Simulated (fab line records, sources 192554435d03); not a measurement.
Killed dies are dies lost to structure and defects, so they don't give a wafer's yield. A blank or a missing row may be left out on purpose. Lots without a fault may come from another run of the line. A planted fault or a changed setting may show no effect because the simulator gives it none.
fab line records | flow n5_finfet
record lots=7 wafers=21
route steps=1938 shown FIN_SAQP@100 DUMMY_GATE@221 SD_EPI_N@288
start_h: hours from the record's first day to the start of the lot's first wafer shown | wait_h: hours since the lot's step before | " the same as in the row above | L1.1+2: a row that stands for several wafers | - no value, or no start given | * or withheld: withheld | < > ~ a bound
route shown NAME@n: a module of which the file shows steps, and the number in the route of the first | usual: mean/standard deviation of fault-free wafers | same: alike in all rows | chamber/n: place in a boat | sites: the reading at each site | _std_site: their standard deviation | _edge_site: outer sites' mean less inner sites' | radius_mm: how far each site lies from the wafer's centre | mask NAME#n: copy n | behind: the tool/chamber that last shaped the wafer | hold: why the lot was held/for how many hours/how that ended | device: the transistor (n, p or np) that didn't switch | end of line: the same wafers' tests at the end of the route | a step without rows: its recipe alone | killed: dies lost to structure and defects at the first sort, not the wafer's yield | map: a wafer's dies, x killed, . not, _ none there
set.NAME: the setting as run; set.NAME@STEP: as run at that earlier step | model.NAME: the simulator's own value behind a step, which no gauge read
lots whose settings were changed on purpose; a table a step, a row a wafer
## steps
# step N5_FIN_SAQP_PECVD_06
# recipe material=a-Si target_thk_a=600 temp_c=400 precursor=SiH4/He pressure_torr=3 rf_w=100 time_s=48.1
# columns lot.wafer tool chamber start_h wait_h set.time_s model.a-Si_of_FIN_SAQP_PECVD_06.thk_nm
L074.2 pecvd-03 0 21.52 0.0 44.35 56.05
L074.4 " 2 " " 48.1 59.97
L074.6 " 0 " " 48.1 60.91
L078.1 pecvd-04 0 45.66 0.0 41.58 50.41
L078.2 " 1 " " 41.58 51.2
L078.3 " 0 " " 41.58 50.71
L080.2 pecvd-04 0 58.59 0.0 48.1 59.96
L080.3 " 1 " " 48.1 59.97
L080.6 " 0 " " 50.91 64.55
L089.1 pecvd-02 1 111.36 0.0 41.53 50.21
L089.4 " 2 " " 48.1 60.79
L089.6 " 0 " " 48.1 61.69
L093.3 pecvd-04 2 135.22 0.0 48.1 59.53
L093.4 " 0 " " 48.1 60.31
L093.6 " 2 " " 51.38 65.15
L094.1 pecvd-03 0 140.77 0.0 48.1 59.98
L094.3 " 2 " " 48.1 58.71
L094.4 " 2 " " 48.1 59.47
L095.1 pecvd-03 0 147.38 0.0 48.1 61.94
L095.4 " 0 " " 48.1 62.1
L095.5 " 1 " " 48.1 61.2
# step N5_FIN_SAQP_THK_MEAS_07
# usual thk_nm=60.3/0.91
# columns lot.wafer tool chamber start_h wait_h set.time_s@FIN_SAQP_PECVD_06 thk_nm
L074.2 film_metro-02 - 21.61 0.1 44.35 56.1
L074.4 " - " " 48.1 60.0
L074.6 " - " " 48.1 60.9
L078.1 film_metro-01 - 45.78 0.1 41.58 50.4
L078.2 " - " " 41.58 51.2
L078.3 " - " " 41.58 50.7
L080.2 film_metro-01 - 58.68 0.1 48.1 60.0
L080.3 " - " " 48.1 60.0
L080.6 " - " " 50.91 64.6
L089.1 film_metro-01 - 111.45 0.1 41.53 50.2
L089.4 " - " " 48.1 60.8
L089.6 " - " " 48.1 61.7
L093.3 film_metro-01 - 135.32 0.1 48.1 59.5
L093.4 " - " " 48.1 60.3
L093.6 " - " " 51.38 65.1
L094.1 film_metro-01 - 140.86 0.1 48.1 60.0
L094.3 " - " " 48.1 58.8
L094.4 " - " " 48.1 59.4
L095.1 film_metro-02 - 147.47 0.1 48.1 61.9
L095.4 " - " " 48.1 62.1
L095.5 " - " " 48.1 61.2
# step N5_FIN_SAQP_DEVELOP_15
# recipe develop_time_s=30 developer=TMAH resist=CAR-ArF dev_temp_c=23 rinse_liquid=diw dry=air_spin
# columns lot.wafer tool chamber start_h wait_h set.develop_time_s
L074.2+4 litho_track-05 0 - - 32.7
L074.6 " 0 " " 30
L078.1 litho_track-02 0 - - 30
L078.2+3 " 0 " " 23.38
L080.2+3+6 litho_track-03 0 - - 30
L089.1+6 litho_track-05 0 - - 34.97
L089.4 " 0 " " 30
L093.3+4+6 litho_track-05 0 - - 30
L094.1+3+4 litho_track-02 0 - - 24.99
L095.1+4+5 litho_track-05 0 - - 30
# step N5_FIN_SAQP_ETCH_52
# recipe chemistry=N2/H2 target=SOC target_depth_a=1000 overetch_a=200 mask_material=SiARC temp_c=40 time_s=150 ion_energy_ev=200 pressure_mtorr=30 source_w=840 bias_w=150 n2_flow_sccm=200 h2_flow_sccm=200 ends=end_point
# step N5_FIN_SAQP_STRIP_53
# recipe chemistry=N2/H2 temp_c=40 n2_flow_sccm=200 h2_flow_sccm=200 rf_frequency_hz=6e+07
# step N5_FIN_SAQP_HM_OPEN_73
# recipe chemistry=CHF3/O2 target=SiO2 stop_on=a-Si target_depth_a=120 over_etch_frac=1.8 mask_material=SOC time_s=16.8 pressure_mtorr=30 source_w=650 bias_w=170 Ar_flow_sccm=200 CHF3_flow_sccm=50 O2_flow_sccm=5 ion_energy_ev=200 ends=end_point
# columns lot.wafer tool chamber start_h wait_h set.time_s@FIN_SAQP_PECVD_06 model.a-Si_of_FIN_SAQP_PECVD_06.thk_nm
L074.2 rie_diel-03 0 23.43 0.0 44.35 56.05
L074.4 " 3 " " 48.1 59.89
L074.6 " 0 " " 48.1 60.91
L078.1 rie_diel-02 1 47.39 0.0 41.58 50.36
L078.2 " 2 " " 41.58 51.1
L078.3 " 3 " " 41.58 50.6
L080.2 rie_diel-04 0 59.86 0.0 48.1 59.95
L080.3 " 2 " " 48.1 59.81
L080.6 " 0 " " 50.91 64.53
L089.1 rie_diel-03 0 112.23 0.0 41.53 50.21
L089.4 " 0 " " 48.1 60.79
L089.6 " 2 " " 48.1 61.69
L093.3 rie_diel-03 2 136.09 0.0 48.1 59.53
L093.4 " 3 " " 48.1 60.22
L093.6 " 1 " " 51.38 65.15
L094.1 rie_diel-04 0 141.64 0.0 48.1 59.96
L094.3 " 3 " " 48.1 58.71
L094.4 " 1 " " 48.1 59.4
L095.1 rie_diel-03 0 148.12 0.0 48.1 61.94
L095.4 " 2 " " 48.1 62.1
L095.5 " 0 " " 48.1 61.2
# step N5_FIN_SAQP_STRIP_74
# recipe chemistry=CHF3/O2 resist=SiARC rf_frequency_hz=6e+07
# step N5_FIN_SAQP_MANDREL_ETCH_22
# recipe target_depth_a=600 chemistry=HBr/Cl2 target=a-Si stop_on=SiNx bt_time_s=10 over_etch_frac=0.5 time_s=30 pressure_mtorr=10 icp_w=800 bias_w=75 HBr_flow_sccm=150 Cl2_flow_sccm=80 ends=end_point
# usual oes_product_au=0.767/0.012
# columns lot.wafer tool chamber start_h wait_h set.time_s@FIN_SAQP_PECVD_06 oes_product_au model.etch.depth_nm
L074.2 rie_si-04 1 23.51 0.0 44.35 0.741 56.05
L074.4 " 3 " " 48.1 0.751 59.89
L074.6 " 3 " " 48.1 0.768 60.91
L078.1 rie_si-02 0 47.47 0.0 41.58 0.696 50.36
L078.2 " 1 " " 41.58 0.712 51.1
L078.3 " 3 " " 41.58 0.689 50.6
L080.2 rie_si-02 0 59.95 0.0 48.1 0.770 59.95
L080.3 " 3 " " 48.1 0.762 59.81
L080.6 " 0 " " 50.91 0.797 64.53
L089.1 rie_si-04 0 112.31 0.0 41.53 0.689 50.21
L089.4 " 2 " " 48.1 0.772 60.79
L089.6 " 3 " " 48.1 0.778 61.69
L093.3 rie_si-04 1 136.18 0.0 48.1 0.772 59.53
L093.4 " 0 " " 48.1 0.761 60.22
L093.6 " 0 " " 51.38 0.800 65.15
L094.1 rie_si-04 0 141.72 0.0 48.1 0.766 59.96
L094.3 " 3 " " 48.1 0.753 58.71
L094.4 " 2 " " 48.1 0.768 59.4
L095.1 rie_si-02 2 148.21 0.0 48.1 0.769 61.94
L095.4 " 1 " " 48.1 0.789 62.1
L095.5 " 3 " " 48.1 0.775 61.2
# step N5_FIN_SAQP_SPACER1_ALD_24
# recipe material=SiO2 target_thk_a=203 temp_c=300 ald_precursor_family=BDEAS ald_co_reactant=O2-plasma pulse_time_s=1 purge_time_s=2 co_reactant_purge_time_s=2 ald_cycles=218 pressure_torr=2
# columns lot.wafer tool chamber start_h wait_h set.ald_cycles model.SiO2_of_FIN_SAQP_SPACER1_ALD_24.thk_nm
L074.2 ald_sin-01 0 24.33 0.3 218 20.6
L074.4+6 " 3 " " 218 20.4
L078.1+2 ald_sin-01 2,3 48.68 0.3 218 20.4
L078.3 " 0 " " 191 17.8
L080.2+6 ald_sin-02 1,3 61.00 0.3 218 20.2
L080.3 " 2 " " 218 20.4
L089.1 ald_sin-01 2 113.12 0.3 218 20.2
L089.4 " 1 " " 218 20.4
L089.6 " 2 " " 186 17.4
L093.3+6 ald_sin-01 3 136.98 0.1 209 19.4
L093.4 " 0 " " 209 19.6
L094.1 ald_sin-01 3 142.53 0.3 218 20.4
L094.3+4 " 0,1 " " 200 18.8
L095.1+4+5 ald_sin-01 1,3,2 149.29 0.4 218 20.4
# step N5_FIN_SAQP_SPACER1_ETCHBACK_25
# recipe chemistry=CHF3/O2 mode=anisotropic_etchback target=SiO2 target_depth_a=244 time_s=12.2 pressure_mtorr=30 source_w=650 bias_w=170 Ar_flow_sccm=200 CHF3_flow_sccm=50 O2_flow_sccm=5 ion_energy_ev=200
# step N5_FIN_SAQP_MANDREL1_REMOVE_56
# recipe chemistry=HBr/Cl2/O2 bt_time_s=10 target=a-Si stop_on=SiNx endpoint=OES-SiCl over_etch_frac=1 icp_w=600 bias_w=22 HBr_flow_sccm=150 Cl2_flow_sccm=80 O2_flow_sccm=5 pressure_mtorr=10
# columns lot.wafer tool chamber start_h wait_h set.ald_cycles@FIN_SAQP_SPACER1_ALD_24 model.FIN_SAQP.cd_nm
L074.2 rie_si-05 1 25.13 0.1 218 20.6
L074.4 " 2 " " 218 20.4
L074.6 " 3 " " 218 20.2
L078.1 rie_si-02 2 49.50 0.1 218 20.4
L078.2 " 3 " " 218 20.2
L078.3 " 1 " " 191 17.6
L080.2 rie_si-02 0 61.82 0.1 218 20.6
L080.3+6 " 1,0 " " 218 20.4
L089.1+4 rie_si-05 1,2 114.14 0.1 218 20.4
L089.6 " 1 " " 186 17.6
L093.3+6 rie_si-02 0 137.79 0.1 209 19.6
L093.4 " 3 " " 209 19.8
L094.1 rie_si-04 0 143.33 0.1 218 20.4
L094.3 " 2 " " 200 19
L094.4 " 3 " " 200 18.8
L095.1+4+5 rie_si-04 1,2,0 150.15 0.1 218 20.4
# step N5_FIN_SAQP_CD_MEAS_27
# recipe target_cd_nm=20 landing_energy_ev=1000 detector=se_inlens polarity=line
# usual cd_nm=20.36/0.25
# columns lot.wafer tool chamber start_h wait_h set.ald_cycles@FIN_SAQP_SPACER1_ALD_24 cd_nm
L074.2 cd_sem-03 0 25.25 0.1 218 20.63
L074.4 " 0 " " 218 20.21
L074.6 " 0 " " 218 19.91
L078.1 cd_sem-01 0 49.61 0.1 218 20.17
L078.2 " 0 " " 218 20.25
L078.3 " 0 " " 191 17.40
L080.2 cd_sem-01 0 61.93 0.1 218 20.36
L080.3 " 0 " " 218 20.64
L080.6 " 0 " " 218 20.63
L089.1 cd_sem-01 0 114.25 0.1 218 20.56
L089.4 " 0 " " 218 20.24
L089.6 " 0 " " 186 17.32
L093.3 cd_sem-03 0 137.90 0.1 209 19.83
L093.4 " 0 " " 209 19.49
L093.6 " 0 " " 209 19.27
L094.1 cd_sem-03 0 143.44 0.1 218 19.80
L094.3 " 0 " " 200 18.74
L094.4 " 0 " " 200 18.78
L095.1 cd_sem-01 0 150.26 0.1 218 20.18
L095.4 " 0 " " 218 20.55
L095.5 " 0 " " 218 20.50
# step N5_FIN_SAQP_ETCH_65
# recipe chemistry=CF4 target=SiO2 target_depth_a=40 ion_energy_ev=350 time_s=4.4 pressure_mtorr=10 icp_w=800 bias_w=400 cf4_flow_sccm=80
# columns lot.wafer tool chamber start_h wait_h set.time_s model.etch.depth_nm
L074.2 rie_si-02 2 25.40 0.1 3.444 3.036
L074.4 " 3 " " 3.444 3.191
L074.6 " 0 " " 3.444 3.124
L078.1 rie_si-05 3 49.98 0.1 4.4 4.093
L078.2 " 2 " " 3.792 3.324
L078.3 " 3 " " 4.4 4.08
L080.2 rie_si-04 2 62.39 0.1 4.4 4.15
L080.3 " 1 " " 4.4 4.18
L080.6 " 2 " " 4.4 4.158
L089.1 rie_si-02 2 114.41 0.1 4.4 3.874
L089.4 " 0 " " 4.4 3.981
L089.6 " 1 " " 4.4 4.003
L093.3 rie_si-04 0 138.05 0.1 4.067 3.643
L093.4 " 3 " " 4.4 4.035
L093.6 " 1 " " 4.4 4.199
L094.1 rie_si-02 1 143.60 0.1 4.4 4.054
L094.3 " 0 " " 4.4 4.085
L094.4 " 3 " " 4.4 4.17
L095.1 rie_si-02 3 150.53 0.1 4.4 4.188
L095.4 " 3 " " 4.4 4.157
L095.5 " 2 " " 4.4 3.888
# step N5_DUMMY_GATE_PECVD_30
# recipe material=SiO2 target_thk_a=550 temp_c=400 precursor=TEOS/O2 pressure_torr=6.5 rf_w=withheld teos_flow_sccm=withheld gas=O2 flow_sccm=2650 time_s=10.8
# columns lot.wafer tool chamber start_h wait_h set.time_s model.SiO2_of_DUMMY_GATE_PECVD_30.thk_nm
L074.2 pecvd-02 0 48.35 0.0 10.8 54.2
L074.4 " 0 " " 10.8 55.4
L074.6 " 1 " " 10.8 54.6
L078.1+2 pecvd-03 0,1 76.48 0.0 11.88 60
L078.3 " 2 " " 10.8 54.8
L080.2 pecvd-02 2 86.57 0.1 10.8 53.2
L080.3 " 0 " " 10.8 55.8
L080.6 " 2 " " 10.8 54
L089.1 pecvd-03 2 135.87 0.0 10.8 54.4
L089.4 " 0 " " 10.8 56.4
L089.6 " 1 " " 10.8 56.6
L093.3 pecvd-03 2 158.57 0.0 10.8 55.4
L093.4 " 1 " " 11.95 61.6
L093.6 " 0 " " 11.95 62.2
L094.1 pecvd-03 2 164.10 0.0 10.8 55.6
L094.3 " 0 " " 10.8 55.8
L094.4 " 0 " " 10.8 57
L095.1 pecvd-02 2 172.80 0.0 10.8 54
L095.4 " 0 " " 10.8 56.2
L095.5 " 1 " " 10.8 55
# step N5_DUMMY_GATE_COAT_34
# recipe resist=SOC temp_c=250 time_s=60 spin_rpm=1500 resist_thk_nm=60
# step N5_DUMMY_GATE_COAT_35
# recipe resist=SiARC temp_c=220 time_s=60 spin_rpm=1500 resist_thk_nm=10
# step N5_DUMMY_GATE_ETCH_31
# recipe chemistry=C4F6/O2 target=SiO2 mask_material=SOC target_depth_a=825 time_s=27.5 ion_energy_ev=250 pressure_mtorr=30 source_w=345 bias_w=185 Ar_flow_sccm=300 C4F6_flow_sccm=10 O2_flow_sccm=10
# step N5_DUMMY_GATE_STRIP_41
# recipe chemistry=O2 power_w=400 temp_c=40 pressure_mtorr=30 rf_frequency_hz=6e+07 bias_power_w=0 overash_fraction=0.3 o2_flow_sccm=225
# step N5_DUMMY_GATE_HM_OPEN_21
# recipe chemistry=CH3F/O2 target=SiNx target_depth_a=1200 Ar_flow_sccm=150 CH3F_flow_sccm=30 O2_flow_sccm=23 time_s=171.4 pressure_mtorr=30 source_w=395 bias_w=73 ion_energy_ev=120.7
# columns lot.wafer tool chamber start_h wait_h set.time_s@DUMMY_GATE_PECVD_30 model.SiO2_of_DUMMY_GATE_PECVD_30.thk_nm
L074.2 rie_diel-06 2 49.31 0.0 10.8 43.8
L074.4 " 0 " " 10.8 45.4
L074.6 " 3 " " 10.8 44.4
L078.1 rie_diel-06 3 77.56 0.0 11.88 49.6
L078.2 " 2 " " 11.88 49.4
L078.3 " 0 " " 10.8 44.8
L080.2 rie_diel-06 1 87.78 0.0 10.8 43.4
L080.3 " 0 " " 10.8 46
L080.6 " 1 " " 10.8 44
L089.1 rie_diel-06 1 136.89 0.0 10.8 44.4
L089.4 " 2 " " 10.8 46
L089.6 " 1 " " 10.8 46.6
L093.3 rie_diel-05 1 159.66 0.0 10.8 45.6
L093.4 " 2 " " 11.95 51.8
L093.6 " 0 " " 11.95 51.4
L094.1 rie_diel-06 1 165.10 0.0 10.8 45.6
L094.3 " 3 " " 10.8 45.8
L094.4 " 2 " " 10.8 46.8
L095.1 rie_diel-06 1 173.89 0.0 10.8 44
L095.4 " 0 " " 10.8 46
L095.5 " 3 " " 10.8 44.8
# step N5_DUMMY_GATE_ETCH_32
# recipe chemistry=CF4 target=SiO2 target_depth_a=35 time_s=3.9 ion_energy_ev=350 pressure_mtorr=10 icp_w=800 bias_w=400 cf4_flow_sccm=80
# columns lot.wafer tool chamber start_h wait_h set.time_s@DUMMY_GATE_PECVD_30 model.SiO2_of_DUMMY_GATE_PECVD_30.thk_nm
L074.2 rie_si-01 1 49.47 0.1 10.8 40.2
L074.4 " 3 " " 10.8 41.8
L074.6 " 0 " " 10.8 40.8
L078.1 rie_si-01 1 77.72 0.1 11.88 46.2
L078.2 " 3 " " 11.88 45.8
L078.3 " 2 " " 10.8 41.2
L080.2 rie_si-06 3 87.94 0.1 10.8 40
L080.3 " 2 " " 10.8 42.4
L080.6 " 0 " " 10.8 40.4
L089.1 rie_si-01 2 137.05 0.1 10.8 41
L089.4 " 0 " " 10.8 42.4
L089.6 " 3 " " 10.8 43
L093.3 rie_si-06 2 159.82 0.1 10.8 42
L093.4 " 0 " " 11.95 48.2
L093.6 " 1 " " 11.95 48
L094.1+3 rie_si-03 1,3 165.26 0.1 10.8 42.2
L094.4 " 2 " " 10.8 43.2
L095.1 rie_si-06 0 174.05 0.1 10.8 40.4
L095.4 " 3 " " 10.8 42.6
L095.5 " 1 " " 10.8 41.2
# step N5_SD_EPI_N_EPI_21
# recipe material=Si:P dopant=P temp_c=680 pressure_torr=255 time_s=690
# columns lot.wafer tool chamber start_h wait_h set.time_s model.Si-P_of_SD_EPI_N_EPI_21.thk_nm
L074.2 epi_rpcvd-02 0 54.10 0.4 690 59.2
L074.4 " 0 " " 690 59
L074.6 " 0 " " 690 58.4
L078.1 epi_rpcvd-01 0 81.24 0.1 690 58
L078.2+3 " 0 " " 690 58.6
L080.2+6 epi_rpcvd-02 0 91.66 0.4 764.1 62.4
L080.3 " 0 " " 690 58.8
L089.1 epi_rpcvd-02 0 141.23 0.1 690 58.8
L089.4 " 0 " " 690 58.6
L089.6 " 0 " " 690 59.2
L093.3 epi_rpcvd-02 0 163.77 0.7 736.3 62.2
L093.4 " 0 " " 736.3 62.6
L093.6 " 0 " " 736.3 62.8
L094.1+3 epi_rpcvd-02 0 168.39 0.1 690 60
L094.4 " 0 " " 576.1 53.6
L095.1 epi_rpcvd-03 0 177.79 0.1 690 59
L095.4 " 0 " " 690 57.8
L095.5 " 0 " " 690 59.4
# step N5_SD_EPI_N_EPI_MEAS_23
# recipe mode=xrd
# usual thk_nm=59.3/1.1
# columns lot.wafer tool chamber start_h wait_h set.time_s@SD_EPI_N_EPI_21 thk_nm
L074.2 film_metro-02 - 55.54 1.2 690 58.6
L074.4 " - " " 690 58.8
L074.6 " - " " 690 59.5
L078.1 film_metro-01 - 82.95 1.4 690 59.5
L078.2 " - " " 690 59.2
L078.3 " - " " 690 58.4
L080.2 film_metro-01 - 93.10 1.2 764.1 62.6
L080.3 " - " " 690 57.6
L080.6 " - " " 764.1 62.2
L089.1 film_metro-02 - 142.95 1.4 690 59.2
L089.4 " - " " 690 57.5
L089.6 " - " " 690 59.3
L093.3 film_metro-02 - 164.93 0.9 736.3 63.2
L093.4 " - " " 736.3 62.6
L093.6 " - " " 736.3 62.8
L094.1 film_metro-01 - 170.10 1.4 690 58.2
L094.3 " - " " 690 61.7
L094.4 " - " " 576.1 53.3
L095.1 film_metro-02 - 179.51 1.4 690 56.3
L095.4 " - " " 690 59.1
L095.5 " - " " 690 58.9
## key
split step=N5_FIN_SAQP_PECVD_06 setting=time_s stated=48.1 by=wafer
response step=N5_FIN_SAQP_PECVD_06 reading=model.a-Si_of_FIN_SAQP_PECVD_06.thk_nm change=+0.754 per=1% r=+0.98
response step=N5_FIN_SAQP_THK_MEAS_07 reading=thk_nm change=* per=1% r=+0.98
response step=N5_FIN_SAQP_HM_OPEN_73 reading=model.a-Si_of_FIN_SAQP_PECVD_06.thk_nm change=+0.756 per=1% r=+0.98
response step=N5_FIN_SAQP_MANDREL_ETCH_22 reading=oes_product_au change=+0.00528 per=1% r=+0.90
response step=N5_FIN_SAQP_MANDREL_ETCH_22 reading=model.etch.depth_nm change=+0.756 per=1% r=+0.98
split step=N5_FIN_SAQP_DEVELOP_15 setting=develop_time_s stated=30 by=wafer
response none clear
split step=N5_FIN_SAQP_SPACER1_ALD_24 setting=ald_cycles stated=218 by=wafer
response step=N5_FIN_SAQP_SPACER1_ALD_24 reading=model.SiO2_of_FIN_SAQP_SPACER1_ALD_24.thk_nm change=+0.201 per=1% r=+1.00
response step=N5_FIN_SAQP_MANDREL1_REMOVE_56 reading=model.FIN_SAQP.cd_nm change=+0.199 per=1% r=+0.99
response step=N5_FIN_SAQP_CD_MEAS_27 reading=cd_nm change=+0.203 per=1% r=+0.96
split step=N5_FIN_SAQP_ETCH_65 setting=time_s stated=4.4 by=wafer
response step=N5_FIN_SAQP_ETCH_65 reading=model.etch.depth_nm change=+0.0569 per=1% r=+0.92
split step=N5_DUMMY_GATE_PECVD_30 setting=time_s stated=10.8 by=wafer
response step=N5_DUMMY_GATE_PECVD_30 reading=model.SiO2_of_DUMMY_GATE_PECVD_30.thk_nm change=+0.568 per=1% r=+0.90
response step=N5_DUMMY_GATE_HM_OPEN_21 reading=model.SiO2_of_DUMMY_GATE_PECVD_30.thk_nm change=+0.52 per=1% r=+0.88
response step=N5_DUMMY_GATE_ETCH_32 reading=model.SiO2_of_DUMMY_GATE_PECVD_30.thk_nm change=+0.529 per=1% r=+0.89
split step=N5_SD_EPI_N_EPI_21 setting=time_s stated=690 by=wafer
response step=N5_SD_EPI_N_EPI_21 reading=model.Si-P_of_SD_EPI_N_EPI_21.thk_nm change=+0.372 per=1% r=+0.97
response step=N5_SD_EPI_N_EPI_MEAS_23 reading=thk_nm change=* per=1% r=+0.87
